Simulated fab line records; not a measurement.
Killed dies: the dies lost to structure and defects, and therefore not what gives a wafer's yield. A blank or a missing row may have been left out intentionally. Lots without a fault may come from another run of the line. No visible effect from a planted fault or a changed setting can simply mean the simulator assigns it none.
fab line records | flow n5-finfet | part 1 of 2: steps 1 to 25 of 33
record: lots: 5 | wafers: 15 | last-day: 17
route steps=1938 shown FIN_SAQP@90
lots untouched by any fault: they come from a run of this same line in which no faults occurred
start-h: hours from the record's first day to the start of the lot's first wafer shown | wait-h: hours elapsed since this lot's preceding step | " the same as in the row above | L1.1+2: several wafers, shown together as one row | - either no value or no given start | * or withheld: withheld | < > ~ a bound
route shown NAME@n: NAME is a module with steps in the file, n the number in the route of the first one | usual: mean/standard deviation taken from wafers without a fault | same: alike in all rows | chamber/n: place in a boat | sites: per-site readings | _std_site: standard deviation across them | _edge_site: outer sites' mean less inner sites' | radius-mm: how far each site lies from the wafer's centre | mask NAME#n: copy n | behind: the last tool/chamber to shape the wafer | hold: why the lot was held/for how many hours/how that ended | device: the transistor (n, p or np) that didn't switch | end of line: the route-end tests of the same wafers | step lacking rows: just its recipe | killed: the dies lost at the first sort to structure and to defects; this is not the yield of the wafer | map: dies across one wafer; x = killed, . = not, _ = none there
set.NAME: the run value of the setting; set.NAME@STEP: its run value at that earlier step | model.NAME: the simulator's own value behind a step, which no gauge read
lots seen at some steps along the route; tables by step, rows by wafer
services: from which hour (start-h, from the record's first day; less than 0 if before it) a tool's chamber was out of use, for how many hours, and why
== steps ==
step: N5_FIN_SAQP_PRECLEAN_42
recipe: chemistry: O3/DIW | time-s: 60 | temp-c: 22 | o3-ppm: 10
lot.wafer  | tool         | chamber | start-h | wait-h
L079.2+4+6 | wet-bench-04 | 5,7,6   | 50.09   | 0.0
L081.4+5+6 | wet-bench-01 | 1,5,0   | 62.52   | 0.0
L092.1+2+3 | wet-bench-01 | 1,3,6   | 128.36  | 0.0
L094.4+5+6 | wet-bench-01 | 0,3,7   | 141.69  | 0.0
L096.2+5+6 | wet-bench-01 | 1,4,6   | 152.05  | 0.0
step: N5_FIN_SAQP_PRECLEAN_00
recipe: chemistry: SC1 | time-s: 60 | temp-c: 55 | mix: 1:2:50
lot.wafer  | tool         | chamber | start-h | wait-h
L079.2+4+6 | wet-bench-04 | 5,7,6   | 50.11   | 0.0
L081.4+5+6 | wet-bench-01 | 1,5,0   | 62.54   | 0.0
L092.1+2+3 | wet-bench-01 | 1,3,6   | 128.38  | 0.0
L094.4+5+6 | wet-bench-01 | 0,3,7   | 141.71  | 0.0
L096.2+5+6 | wet-bench-01 | 1,4,6   | 152.07  | 0.0
step: N5_FIN_SAQP_PRECLEAN_44
recipe: chemistry: SC2 | time-s: 45 | temp-c: 35 | mix: 1:1:50
lot.wafer  | tool         | chamber | start-h | wait-h
L079.2+4+6 | wet-bench-04 | 5,7,6   | 50.13   | 0.0
L081.4+5+6 | wet-bench-01 | 1,5,0   | 62.56   | 0.0
L092.1+2+3 | wet-bench-01 | 1,3,6   | 128.39  | 0.0
L094.4+5+6 | wet-bench-01 | 0,3,7   | 141.72  | 0.0
L096.2+5+6 | wet-bench-01 | 1,4,6   | 152.09  | 0.0
step: N5_FIN_SAQP_SRD_01
recipe: dry: ipa-marangoni | time-s: 30 | temp-c: 23 | rinse-liquid: diw
lot.wafer  | tool         | chamber | start-h | wait-h
L079.2+4+6 | wet-bench-04 | 5,7,6   | 50.14   | 0.0
L081.4+5+6 | wet-bench-01 | 1,5,0   | 62.57   | 0.0
L092.1+2+3 | wet-bench-01 | 1,3,6   | 128.41  | 0.0
L094.4+5+6 | wet-bench-01 | 0,3,7   | 141.74  | 0.0
L096.2+5+6 | wet-bench-01 | 1,4,6   | 152.10  | 0.0
step: N5_FIN_SAQP_ALD_61
recipe: material: SiO2 | target-thk-a: 40 | temp-c: 300 | ald-precursor-family: BDEAS | ald-co-reactant: O2-plasma | pulse-time-s: 1 | purge-time-s: 2 | co-reactant-purge-time-s: 2 | ald-cycles: 43 | pressure-torr: 2
usual: heater-power-w: 446/48 | precursor-pulse-height-rel: 1.002/0.02
same: ald-cycles: 43
lot.wafer | tool       | chamber | start-h | wait-h | heater-power-w | precursor-pulse-height-rel
L079.2    | ald-sin-03 | 2       | 50.19   | 0.0    | 444            | 1.017
L079.4    | "          | 0       | "       | "      | 390            | 1.004
L079.6    | "          | 0       | "       | "      | 407            | 0.976
L081.4    | ald-sin-02 | 2       | 64.09   | 1.5    | 481            | 0.971
L081.5    | "          | 3       | "       | "      | 535            | 1.019
L081.6    | "          | 2       | "       | "      | 471            | 1.014
L092.1    | ald-sin-03 | 1       | 128.45  | 0.0    | 368            | 0.997
L092.2    | "          | 3       | "       | "      | 501            | 0.997
L092.3    | "          | 0       | "       | "      | 402            | 0.974
L094.4    | ald-sin-03 | 0       | 142.02  | 0.3    | 408            | 0.965
L094.5    | "          | 1       | "       | "      | 365            | 0.998
L094.6    | "          | 0       | "       | "      | 403            | 1.013
L096.2    | ald-sin-03 | 3       | 152.15  | 0.0    | 496            | 0.994
L096.5    | "          | 2       | "       | "      | 431            | 0.983
L096.6    | "          | 1       | "       | "      | 370            | 0.985
step: N5_FIN_SAQP_DENSIFY_62
recipe: temp-c: 700 | time-s: 60 | ambient: N2 | idle-temp-c: 600 | ramp-up-c-per-s: 150 | ramp-down-c-per-s: 60 | cool-to-c: 600
usual: lamp-power-pct: 9.85/0.061 | wafer_temp_C_max: 703.3/0.68
lot.wafer | tool          | chamber | start-h | wait-h | lamp-power-pct | wafer_temp_C_max
L079.2    | rtp-anneal-01 | 0       | 50.42   | 0.1    | 9.89           | 704.7
L079.4    | "             | 0       | "       | "      | 9.77           | 703.0
L079.6    | "             | 0       | "       | "      | 9.80           | 705.6
L081.4    | rtp-anneal-02 | 0       | 64.44   | 0.3    | 9.92           | 703.4
L081.5    | "             | 0       | "       | "      | 9.80           | 703.2
L081.6    | "             | 0       | "       | "      | 9.88           | 702.6
L092.1    | rtp-anneal-01 | 0       | 128.86  | 0.3    | 9.77           | 703.7
L092.2    | "             | 0       | "       | "      | 9.85           | 703.7
L092.3    | "             | 0       | "       | "      | 9.90           | 703.5
L094.4    | rtp-anneal-01 | 0       | 142.32  | 0.2    | 9.83           | 702.4
L094.5    | "             | 0       | "       | "      | 9.86           | 703.6
L094.6    | "             | 0       | "       | "      | 9.91           | 703.2
L096.2    | rtp-anneal-02 | 0       | 152.58  | 0.4    | 9.89           | 704.5
L096.5    | "             | 0       | "       | "      | 9.85           | 703.4
L096.6    | "             | 0       | "       | "      | 9.84           | 704.3
step: N5_FIN_SAQP_HM_DEP_03
recipe: material: SiNx | target-thk-a: 380 | temp-c: 400 | precursor: SiH4/NH3/N2 | pressure-torr: 1.5 | rf-w: 300 | time-s: 33.6
usual: heater-power-w: 772/80 | showerhead-plenum-p-Torr: 5.12/0.067 | throttle-valve-pct: 40.0/2.4
lot.wafer | tool     | chamber | start-h | wait-h | heater-power-w | showerhead-plenum-p-Torr | throttle-valve-pct
L079.2    | pecvd-03 | 1       | 50.60   | 0.2    | 715            | 5.17                     | 43.7
L079.4    | "        | 2       | "       | "      | 736            | 5.05                     | 36.9
L079.6    | "        | 0       | "       | "      | 961            | 5.19                     | 40.7
L081.4    | pecvd-02 | 0       | 64.59   | 0.1    | 748            | 5.03                     | 39.7
L081.5    | "        | 1       | "       | "      | 695            | 5.24                     | 42.4
L081.6    | "        | 2       | "       | "      | 733            | 5.05                     | 41.1
L092.1    | pecvd-02 | 0       | 129.08  | 0.2    | 732            | 5.04                     | 40.3
L092.2    | "        | 1       | "       | "      | 639            | 5.23                     | 42.2
L092.3    | "        | 2       | "       | "      | 726            | 5.07                     | 41.2
L094.4    | pecvd-03 | 0       | 142.47  | 0.1    | 854            | 5.18                     | 41.5
L094.5    | "        | 1       | "       | "      | 777            | 5.18                     | 44.0
L094.6    | "        | 2       | "       | "      | 713            | 5.07                     | 36.9
L096.2    | pecvd-02 | 0       | 152.77  | 0.2    | 835            | 5.04                     | 40.0
L096.5    | "        | 1       | "       | "      | 722            | 5.24                     | 42.3
L096.6    | "        | 0       | "       | "      | 851            | 5.04                     | 40.1
step: N5_FIN_SAQP_THK_MEAS_05
usual: thk-nm: 38.2/0.45
lot.wafer | tool          | chamber | start-h | wait-h | thk-nm
L079.2    | film-metro-01 | -       | 50.69   | 0.1    | 37.9
L079.4    | "             | -       | "       | "      | 38.3
L079.6    | "             | -       | "       | "      | 39.1
L081.4    | film-metro-01 | -       | 64.65   | 0.0    | 38.5
L081.5    | "             | -       | "       | "      | 38.9
L081.6    | "             | -       | "       | "      | 38.5
L092.1    | film-metro-01 | -       | 129.16  | 0.1    | 38.2
L092.2    | "             | -       | "       | "      | 37.9
L092.3    | "             | -       | "       | "      | 37.6
L094.4    | film-metro-01 | -       | 142.53  | 0.0    | 38.0
L094.5    | "             | -       | "       | "      | 38.9
L094.6    | "             | -       | "       | "      | 38.4
L096.2    | film-metro-01 | -       | 152.86  | 0.1    | 38.1
L096.5    | "             | -       | "       | "      | 37.7
L096.6    | "             | -       | "       | "      | 38.7
step: N5_FIN_SAQP_PECVD_47
recipe: material: a-Si | target-thk-a: 450 | temp-c: 400 | precursor: SiH4/He | pressure-torr: 3 | rf-w: 100 | time-s: 36.3
usual: heater-power-w: 857/94 | showerhead-plenum-p-Torr: 5.65/0.041 | throttle-valve-pct: 17.9/1.1
lot.wafer | tool     | chamber | start-h | wait-h | heater-power-w | showerhead-plenum-p-Torr | throttle-valve-pct
L079.2    | pecvd-02 | 2       | 50.73   | 0.0    | 757            | 5.60                     | 18.7
L079.4    | "        | 1       | "       | "      | 777            | 5.73                     | 19.2
L079.6    | "        | 1       | "       | "      | 774            | 5.72                     | 19.2
L081.4    | pecvd-03 | 2       | 64.70   | 0.1    | 896            | 5.60                     | 17.1
L081.5    | "        | 1       | "       | "      | 796            | 5.69                     | 19.9
L081.6    | "        | 0       | "       | "      | 1006           | 5.70                     | 18.5
L092.1    | pecvd-03 | 2       | 129.20  | 0.0    | 872            | 5.61                     | 17.0
L092.2    | "        | 0       | "       | "      | 900            | 5.71                     | 18.6
L092.3    | "        | 1       | "       | "      | 884            | 5.69                     | 20.0
L094.4    | pecvd-04 | 1       | 142.59  | 0.1    | 881            | 5.63                     | 16.8
L094.5    | "        | 2       | "       | "      | 940            | 5.63                     | 16.8
L094.6    | "        | 0       | "       | "      | 742            | 5.61                     | 17.4
L096.2    | pecvd-04 | 0       | 152.89  | 0.0    | 741            | 5.63                     | 17.5
L096.5    | "        | 2       | "       | "      | 909            | 5.64                     | 16.9
L096.6    | "        | 1       | "       | "      | 945            | 5.63                     | 17.0
step: N5_FIN_SAQP_PECVD_48
recipe: material: SiNx | target-thk-a: 250 | temp-c: 400 | precursor: SiH4/NH3/N2 | pressure-torr: 1.5 | rf-w: 300 | time-s: 22.1
usual: heater-power-w: 773/96 | showerhead-plenum-p-Torr: 5.11/0.054 | throttle-valve-pct: 39.3/2.5
lot.wafer | tool     | chamber | start-h | wait-h | heater-power-w | showerhead-plenum-p-Torr | throttle-valve-pct
L079.2    | pecvd-02 | 2       | 50.79   | 0.0    | 690            | 5.06                     | 41.0
L079.4    | "        | 1       | "       | "      | 628            | 5.22                     | 42.3
L079.6    | "        | 1       | "       | "      | 643            | 5.23                     | 42.4
L081.4    | pecvd-03 | 2       | 64.75   | 0.0    | 818            | 5.06                     | 36.9
L081.5    | "        | 1       | "       | "      | 734            | 5.17                     | 44.0
L081.6    | "        | 0       | "       | "      | 778            | 5.18                     | 40.9
L092.1    | pecvd-03 | 2       | 129.24  | 0.0    | 765            | 5.05                     | 37.0
L092.2    | "        | 0       | "       | "      | 780            | 5.18                     | 40.9
L092.3    | "        | 1       | "       | "      | 721            | 5.16                     | 43.8
L094.4    | pecvd-04 | 1       | 142.63  | 0.0    | 777            | 5.11                     | 37.6
L094.5    | "        | 2       | "       | "      | 918            | 5.11                     | 37.1
L094.6    | "        | 0       | "       | "      | 632            | 5.09                     | 38.3
L096.2    | pecvd-04 | 0       | 152.93  | 0.0    | 667            | 5.09                     | 38.7
L096.5    | "        | 2       | "       | "      | 834            | 5.11                     | 36.9
L096.6    | "        | 1       | "       | "      | 876            | 5.09                     | 37.4
step: N5_FIN_SAQP_PECVD_06
recipe: material: a-Si | target-thk-a: 600 | temp-c: 400 | precursor: SiH4/He | pressure-torr: 3 | rf-w: 100 | time-s: 48.1
usual: heater-power-w: 843/99 | showerhead-plenum-p-Torr: 5.65/0.042 | throttle-valve-pct: 17.9/1.1
lot.wafer | tool     | chamber | start-h | wait-h | heater-power-w | showerhead-plenum-p-Torr | throttle-valve-pct
L079.2    | pecvd-02 | 2       | 50.85   | 0.0    | 811            | 5.61                     | 18.5
L079.4    | "        | 1       | "       | "      | 771            | 5.75                     | 19.2
L079.6    | "        | 1       | "       | "      | 774            | 5.75                     | 19.4
L081.4    | pecvd-03 | 2       | 64.79   | 0.0    | 817            | 5.62                     | 16.8
L081.5    | "        | 1       | "       | "      | 811            | 5.70                     | 19.9
L081.6    | "        | 0       | "       | "      | 877            | 5.69                     | 18.6
L092.1    | pecvd-03 | 2       | 129.28  | 0.0    | 782            | 5.61                     | 17.0
L092.2    | "        | 0       | "       | "      | 847            | 5.70                     | 18.6
L092.3    | "        | 1       | "       | "      | 735            | 5.69                     | 19.7
L094.4    | pecvd-04 | 1       | 142.67  | 0.0    | 948            | 5.64                     | 17.0
L094.5    | "        | 2       | "       | "      | 855            | 5.65                     | 17.0
L094.6    | "        | 0       | "       | "      | 748            | 5.63                     | 17.6
L096.2    | pecvd-04 | 0       | 152.97  | 0.0    | 672            | 5.64                     | 17.8
L096.5    | "        | 2       | "       | "      | 979            | 5.64                     | 17.0
L096.6    | "        | 1       | "       | "      | 965            | 5.63                     | 17.3
step: N5_FIN_SAQP_THK_MEAS_07
usual: thk-nm: 60.0/0.84
lot.wafer | tool          | chamber | start-h | wait-h | thk-nm
L079.2    | film-metro-01 | -       | 50.97   | 0.1    | 59.5
L079.4    | "             | -       | "       | "      | 60.9
L079.6    | "             | -       | "       | "      | 60.6
L081.4    | film-metro-01 | -       | 64.86   | 0.0    | 61.4
L081.5    | "             | -       | "       | "      | 61.6
L081.6    | "             | -       | "       | "      | 60.5
L092.1    | film-metro-02 | -       | 129.37  | 0.1    | 59.5
L092.2    | "             | -       | "       | "      | 58.4
L092.3    | "             | -       | "       | "      | 59.6
L094.4    | film-metro-01 | -       | 142.75  | 0.0    | 59.4
L094.5    | "             | -       | "       | "      | 59.5
L094.6    | "             | -       | "       | "      | 60.1
L096.2    | film-metro-02 | -       | 153.06  | 0.1    | 58.8
L096.5    | "             | -       | "       | "      | 60.2
L096.6    | "             | -       | "       | "      | 59.2
step: N5_FIN_SAQP_HM_DEP_72
recipe: material: SiO2 | target-thk-a: 120 | temp-c: 400 | precursor: SiH4/N2O | pressure-torr: 0.75 | rf-w: 275 | time-s: 7.2
usual: heater-power-w: 773/91 | showerhead-plenum-p-Torr: 8.10/0.14
lot.wafer | tool     | chamber | start-h | wait-h | heater-power-w | showerhead-plenum-p-Torr
L079.2    | pecvd-04 | 0       | 51.00   | 0.0    | 664            | 8.06
L079.4    | "        | 2       | "       | "      | 899            | 8.09
L079.6    | "        | 0       | "       | "      | 673            | 8.06
L081.4    | pecvd-04 | 1       | 64.92   | 0.1    | 833            | 8.05
L081.5    | "        | 0       | "       | "      | 599            | 8.04
L081.6    | "        | 2       | "       | "      | 971            | 8.06
L092.1    | pecvd-03 | 1       | 129.41  | 0.0    | 809            | 8.22
L092.2    | "        | 2       | "       | "      | 710            | 8.00
L092.3    | "        | 0       | "       | "      | 791            | 8.24
L094.4    | pecvd-03 | 0       | 142.81  | 0.1    | 859            | 8.21
L094.5    | "        | 2       | "       | "      | 846            | 8.00
L094.6    | "        | 1       | "       | "      | 743            | 8.21
L096.2    | pecvd-02 | 2       | 153.10  | 0.0    | 663            | 7.98
L096.5    | "        | 1       | "       | "      | 727            | 8.33
L096.6    | "        | 2       | "       | "      | 651            | 7.99
step: N5_FIN_SAQP_COAT_49
recipe: resist: SOC | temp-c: 250 | time-s: 60 | spin-rpm: 1500 | resist-thk-nm: 100
usual: dispense-pressure-kPa: 46.2/2.1
lot.wafer | tool           | chamber | start-h | wait-h | dispense-pressure-kPa
L079.2    | litho-track-03 | 0       | 51.08   | 0.1    | 48.9
L079.4    | "              | 0       | "       | "      | 48.8
L079.6    | "              | 0       | "       | "      | 48.9
L081.4    | litho-track-05 | 0       | 64.97   | 0.0    | 45.0
L081.5    | "              | 0       | "       | "      | 45.0
L081.6    | "              | 0       | "       | "      | 44.9
L092.1    | litho-track-05 | 0       | 129.49  | 0.1    | 45.0
L092.2    | "              | 0       | "       | "      | 45.0
L092.3    | "              | 0       | "       | "      | 45.0
L094.4    | litho-track-05 | 0       | 142.86  | 0.0    | 45.0
L094.5    | "              | 0       | "       | "      | 45.0
L094.6    | "              | 0       | "       | "      | 45.0
L096.2    | litho-track-05 | 0       | 153.18  | 0.1    | 45.0
L096.5    | "              | 0       | "       | "      | 45.0
L096.6    | "              | 0       | "       | "      | 45.0
step: N5_FIN_SAQP_COAT_50
recipe: resist: SiARC | temp-c: 220 | time-s: 60 | spin-rpm: 1500 | resist-thk-nm: 35
usual: dispense-pressure-kPa: 46.2/2.1
lot.wafer | tool           | chamber | start-h | wait-h | dispense-pressure-kPa
L079.2    | litho-track-03 | 0       | -       | -      | 48.9
L079.4    | "              | 0       | "       | "      | 48.9
L079.6    | "              | 0       | "       | "      | 48.9
L081.4    | litho-track-05 | 0       | -       | -      | 45.0
L081.5    | "              | 0       | "       | "      | 44.9
L081.6    | "              | 0       | "       | "      | 45.0
L092.1    | litho-track-05 | 0       | -       | -      | 45.0
L092.2    | "              | 0       | "       | "      | 45.0
L092.3    | "              | 0       | "       | "      | 45.0
L094.4    | litho-track-05 | 0       | -       | -      | 45.0
L094.5    | "              | 0       | "       | "      | 45.0
L094.6    | "              | 0       | "       | "      | 44.9
L096.2    | litho-track-05 | 0       | -       | -      | 45.0
L096.5    | "              | 0       | "       | "      | 44.9
L096.6    | "              | 0       | "       | "      | 45.0
step: N5_FIN_SAQP_COAT_10
recipe: resist: CAR-ArF | spin-rpm: 1500 | resist-thk-nm: 90
usual: dispense-pressure-kPa: 46.2/2.1
lot.wafer | tool           | chamber | start-h | wait-h | dispense-pressure-kPa
L079.2    | litho-track-03 | 0       | -       | -      | 48.8
L079.4    | "              | 0       | "       | "      | 48.8
L079.6    | "              | 0       | "       | "      | 48.8
L081.4    | litho-track-05 | 0       | -       | -      | 45.0
L081.5    | "              | 0       | "       | "      | 45.0
L081.6    | "              | 0       | "       | "      | 45.0
L092.1    | litho-track-05 | 0       | -       | -      | 45.0
L092.2    | "              | 0       | "       | "      | 45.0
L092.3    | "              | 0       | "       | "      | 45.0
L094.4    | litho-track-05 | 0       | -       | -      | 45.0
L094.5    | "              | 0       | "       | "      | 45.0
L094.6    | "              | 0       | "       | "      | 44.9
L096.2    | litho-track-05 | 0       | -       | -      | 45.0
L096.5    | "              | 0       | "       | "      | 44.9
L096.6    | "              | 0       | "       | "      | 44.9
step: N5_FIN_SAQP_EBR_12
recipe: solvent: PGMEA | ebr-width-mm: 1.5
same: ebr-width-mm: 1.5
lot.wafer  | tool           | chamber | start-h | wait-h
L079.2+4+6 | litho-track-03 | 0       | -       | -
L081.4+5+6 | litho-track-05 | 0       | -       | -
L092.1+2+3 | litho-track-05 | 0       | -       | -
L094.4+5+6 | litho-track-05 | 0       | -       | -
L096.2+5+6 | litho-track-05 | 0       | -       | -
step: N5_FIN_SAQP_SOFTBAKE_11
recipe: temp-c: 110 | time-s: 60 | resist: CAR-ArF
lot.wafer  | tool           | chamber | start-h | wait-h
L079.2+4+6 | litho-track-03 | 0       | -       | -
L081.4+5+6 | litho-track-05 | 0       | -       | -
L092.1+2+3 | litho-track-05 | 0       | -       | -
L094.4+5+6 | litho-track-05 | 0       | -       | -
L096.2+5+6 | litho-track-05 | 0       | -       | -
step: N5_FIN_SAQP_EXPOSE_13
recipe: mask-id: FIN_CORE | na: 1.35 | source-shape: dipole | sigma-inner: 0.538 | sigma-outer: 0.738 | polarization: te | target-cd-nm: 35.6 | dose-mj: 63.25
lot.wafer  | tool            | chamber | start-h | wait-h | mask
L079.2+4+6 | arfi-scanner-03 | 0       | 51.33   | -      | FIN_CORE#0
L081.4+5+6 | arfi-scanner-02 | 0       | 65.10   | -      | FIN_CORE#0
L092.1+2+3 | arfi-scanner-02 | 0       | 129.73  | -      | FIN_CORE#0
L094.4+5+6 | arfi-scanner-03 | 0       | 143.12  | -      | FIN_CORE#0
L096.2+5+6 | arfi-scanner-03 | 0       | 153.43  | -      | FIN_CORE#0
step: N5_FIN_SAQP_PEB_14
recipe: peb-temp-c: withheld | peb-time-s: 60 | resist: CAR-ArF
same: peb-time-s: 60
lot.wafer  | tool           | chamber | start-h | wait-h
L079.2+4+6 | litho-track-05 | 0       | 51.38   | 0.0
L081.4+5+6 | litho-track-03 | 0       | 65.15   | 0.0
L092.1+2+3 | litho-track-05 | 0       | 129.79  | 0.1
L094.4+5+6 | litho-track-05 | 0       | 143.17  | 0.0
L096.2+5+6 | litho-track-01 | 0       | 153.48  | 0.0
step: N5_FIN_SAQP_DEVELOP_15
recipe: develop-time-s: 30 | developer: TMAH | resist: CAR-ArF | dev-temp-c: 23 | rinse-liquid: diw | dry: air-spin
lot.wafer  | tool           | chamber | start-h | wait-h
L079.2+4+6 | litho-track-05 | 0       | -       | -
L081.4+5+6 | litho-track-03 | 0       | -       | -
L092.1+2+3 | litho-track-05 | 0       | -       | -
L094.4+5+6 | litho-track-05 | 0       | -       | -
L096.2+5+6 | litho-track-01 | 0       | -       | -
step: N5_FIN_SAQP_CD_MEAS_16
recipe: target-cd-nm: 35.6 | landing-energy-ev: 500 | detector: se-inlens
usual: cd-nm: 35.51/0.26
lot.wafer | tool      | chamber | start-h | wait-h | cd-nm
L079.2    | cd-sem-03 | 0       | 51.45   | -      | 35.45
L079.4    | "         | 0       | "       | "      | 34.96
L079.6    | "         | 0       | "       | "      | 35.44
L081.4    | cd-sem-01 | 0       | 65.22   | -      | 35.29
L081.5    | "         | 0       | "       | "      | 35.61
L081.6    | "         | 0       | "       | "      | 35.40
L092.1    | cd-sem-01 | 0       | 129.86  | -      | 35.68
L092.2    | "         | 0       | "       | "      | 35.13
L092.3    | "         | 0       | "       | "      | 35.58
L094.4    | cd-sem-01 | 0       | 143.24  | -      | 35.56
L094.5    | "         | 0       | "       | "      | 35.32
L094.6    | "         | 0       | "       | "      | 35.29
L096.2    | cd-sem-03 | 0       | 153.55  | -      | 35.66
L096.5    | "         | 0       | "       | "      | 35.36
L096.6    | "         | 0       | "       | "      | 35.22
step: N5_FIN_SAQP_OVL_MEAS_17
recipe: points-per-wafer: 44
usual: FIN_CORE_OVL: 0.3/0.82
lot.wafer | tool       | chamber | start-h | wait-h | FIN_CORE_OVL[nm]
L079.2    | overlay-02 | 0       | 51.49   | 0.0    | 0.4
L079.4    | "          | 0       | "       | "      | 1.2
L079.6    | "          | 0       | "       | "      | 1.2
L081.4    | overlay-01 | 0       | 65.25   | 0.0    | -1.0
L081.5    | "          | 0       | "       | "      | 0.6
L081.6    | "          | 0       | "       | "      | 0.6
L092.1    | overlay-02 | 0       | 129.90  | 0.0    | 1.5
L092.2    | "          | 0       | "       | "      | 0.4
L092.3    | "          | 0       | "       | "      | 0.7
L094.4    | overlay-02 | 0       | 143.27  | 0.0    | 0.2
L094.5    | "          | 0       | "       | "      | 0.2
L094.6    | "          | 0       | "       | "      | 0.9
L096.2    | overlay-01 | 0       | 153.59  | 0.0    | 0.4
L096.5    | "          | 0       | "       | "      | 0.7
L096.6    | "          | 0       | "       | "      | 0.6
step: N5_FIN_SAQP_INSPECT_18
recipe: mode: adi | inspect-instrument: brightfield
usual: raw-defect-count: 462/130
lot.wafer | tool              | chamber | start-h | wait-h | raw-defect-count
L079.2    | defect-inspect-01 | -       | 51.51   | 0.0    | 491
L079.4    | "                 | -       | "       | "      | 438
L079.6    | "                 | -       | "       | "      | 492
L081.4    | defect-inspect-02 | -       | 65.28   | 0.0    | 549
L081.5    | "                 | -       | "       | "      | 573
L081.6    | "                 | -       | "       | "      | 810
L092.1    | defect-inspect-02 | -       | 129.92  | 0.0    | 632
L092.2    | "                 | -       | "       | "      | 644
L092.3    | "                 | -       | "       | "      | 540
L094.4    | defect-inspect-02 | -       | 143.30  | 0.0    | 518
L094.5    | "                 | -       | "       | "      | 529
L094.6    | "                 | -       | "       | "      | 542
L096.2    | defect-inspect-02 | -       | 153.61  | 0.0    | 415
L096.5    | "                 | -       | "       | "      | 695
L096.6    | "                 | -       | "       | "      | 407
step: N5_FIN_SAQP_DESCUM_21
recipe: chemistry: O2 | time-s: 7.9 | source-power-w: 50 | bias-power-w: 20 | pressure-mtorr: 20 | rf-frequency-hz: 2.712e+07 | temp-c: 40 | resist: CAR-ArF | o2-flow-sccm: 225
usual: drypump-motor-current-A: 5.7/0.48 | oes-product-au: 0.77/0.071 | rf-vpp-V: 243.5/1.5 | showerhead-plenum-p-Torr: 2.11/0.081 | throttle-valve-pct: 20.45/0.21
lot.wafer | tool        | chamber | start-h | wait-h | drypump-motor-current-A | oes-product-au | rf-hours-counter-h | rf-vpp-V | showerhead-plenum-p-Torr | throttle-valve-pct
L079.2    | rie-diel-01 | 3       | 51.55   | 0.0    | 6.2                     | 0.83           | 84                 | 245.4    | 2.21                     | 20.35
L079.4    | "           | 2       | "       | "      | 5.0                     | 0.73           | 189                | 244.8    | 2.17                     | 20.72
L079.6    | "           | 3       | "       | "      | 6.2                     | 0.81           | -                  | 245.4    | 2.21                     | 20.34
L081.4    | rie-diel-02 | 2       | 65.31   | 0.0    | 6.1                     | 0.83           | 67                 | 245.6    | 2.22                     | 20.26
L081.5    | "           | 2       | "       | "      | 6.1                     | 0.83           | -                  | 242.9    | 2.22                     | 20.26
L081.6    | "           | 3       | "       | "      | 5.9                     | 0.79           | -                  | 240.8    | 2.03                     | 20.17
L092.1    | rie-diel-01 | 2       | 130.11  | 0.2    | 5.1                     | 0.72           | 219                | 244.4    | 2.16                     | 20.76
L092.2    | "           | 0       | "       | "      | 5.7                     | 0.75           | 157                | 242.0    | 2.00                     | 20.56
L092.3    | "           | 3       | "       | "      | 6.2                     | 0.79           | 112                | 245.4    | 2.20                     | 20.39
L094.4    | rie-diel-01 | 2       | 143.35  | 0.0    | 5.0                     | 0.70           | -                  | 244.5    | 2.15                     | 20.78
L094.5    | "           | 1       | "       | "      | 5.6                     | 0.87           | -                  | 245.8    | 2.21                     | 20.12
L094.6    | "           | 0       | "       | "      | 5.7                     | 0.74           | -                  | 242.0    | 2.00                     | 20.57
L096.2    | rie-diel-02 | 0       | 154.24  | 0.6    | 5.5                     | 0.69           | 245                | 240.6    | 1.97                     | 20.41
L096.5    | "           | 2       | "       | "      | 6.1                     | 0.79           | -                  | 243.5    | 2.21                     | 20.29
L096.6    | "           | 1       | "       | "      | 6.5                     | 0.71           | -                  | 241.9    | 2.16                     | 20.49
